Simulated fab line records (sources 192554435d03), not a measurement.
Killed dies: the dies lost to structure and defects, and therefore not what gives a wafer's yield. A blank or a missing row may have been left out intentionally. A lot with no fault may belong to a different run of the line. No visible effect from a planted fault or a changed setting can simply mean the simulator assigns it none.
One fault through the eyes of 2 desks | flow n5-finfet | each desk has only its own numbers; what lay behind them comes last

== FOR THE TOOL OWNER'S DESK: ald-sin-03 ==
The tool's own readings at N5_MOL_CONTACT_COAG_ALD_27 (deposits SiOC, target thk 17 nm, pulse time 1.5 s, time 2720 s): means of the sampled wafers that have a number, for each lot that ran on this tool. If a lot's mean is further than 4 standard deviations from the usual mean, the lot is out of limits and carries the mark OUT (the distance appears in the brackets).
Columns: A = heater-power-w at N5_MOL_CONTACT_COAG_ALD_27, usual 825 W; B = precursor-pulse-height-rel at N5_MOL_CONTACT_COAG_ALD_27, usual 1.000; C = run-length-s at N5_MOL_CONTACT_COAG_ALD_27, usual 2769.7 s
lot  | first seen here | A   | B     | C
L686 | day 5 03:33     | 861 | 1.005 | 2769.3
L693 | day 6 19:38     | 891 | 1.009 | 2313.9 (-99 or more) OUT
L694 | day 7 00:58     | 881 | 1.012 | 2313.8 (-99 or more) OUT
L697 | day 7 21:32     | 858 | 1.018 | 1857.5 (-99 or more) OUT
Finding of this desk: L693, L694, L697 out of limits; the first was L693 at day 6 19:38, on run-length-s at N5_MOL_CONTACT_COAG_ALD_27. L686: within limits.

== FROM THE METROLOGY DESK ==
Lot by lot, what the gauges showed, no matter which tool ran the lot: averages of those sampled wafers that carry a number. If a lot's mean is further than 4 standard deviations from the usual mean, the lot is out of limits and carries the mark OUT (the distance appears in the brackets). Shown here are 7 of its 10 readings, the ones lying furthest out on some lot.
Columns: A = DIBL_N at N5_BEOL_M4_RC_MEAS_101, usual 36.5 mV/V; B = DIBL_P at N5_BEOL_M4_RC_MEAS_101, usual 36.5 mV/V; C = IOFF_N at N5_BEOL_M4_RC_MEAS_101, usual 0.163 nA/um; D = IOFF_P at N5_BEOL_M4_RC_MEAS_101, usual 0.219 nA/um; E = ION_P at N5_BEOL_M4_RC_MEAS_101, usual 464 uA/um; F = SS_P at N5_BEOL_M4_RC_MEAS_101, usual 73.4 mV/dec; G = VT_P at N5_BEOL_M4_RC_MEAS_101, usual -250 mV
lot  | first seen here | A    | B    | C     | D     | E   | F    | G
L686 | day 7 21:17     | 37.0 | 36.6 | 0.159 | 0.209 | 462 | 72.9 | -250
L693 | day 9 21:01     | 35.6 | 35.7 | 0.156 | 0.186 | 461 | 72.9 | -252
L694 | day 9 22:51     | 35.5 | 34.8 | 0.146 | 0.229 | 470 | 72.6 | -247
L697 | day 10 16:26    | 37.2 | 38.1 | 0.196 | 0.278 | 476 | 73.3 | -243
L704 | day 12 18:41    | 39.0 | 40.6 | 0.200 | 0.251 | 468 | 74.4 | -250
This desk's finding: nothing out of limits on any of the 5 lots.

== BROUGHT TOGETHER ==
An alarm could have come from the tool owner's desk at day 6 19:38, on L693, L694, L697.
At the metrology desk, nothing out of limits was observed.
The metrology desk has L693, L694, L697 on record, within its limits.
Every lot named ran N5_MOL_CONTACT_COAG_ALD_27 on ald-sin-03.

== WHAT THE SIMULATOR PUT IN ==
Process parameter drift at N5_MOL_CONTACT_COAG_ALD_27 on ald-sin-03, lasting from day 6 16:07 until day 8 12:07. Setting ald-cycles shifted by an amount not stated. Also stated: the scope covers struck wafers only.
Lots struck among those shown: L693, L694, L697.
Hours from the fault's start to each desk's first reading out of limits: the tool owner's desk, 4.
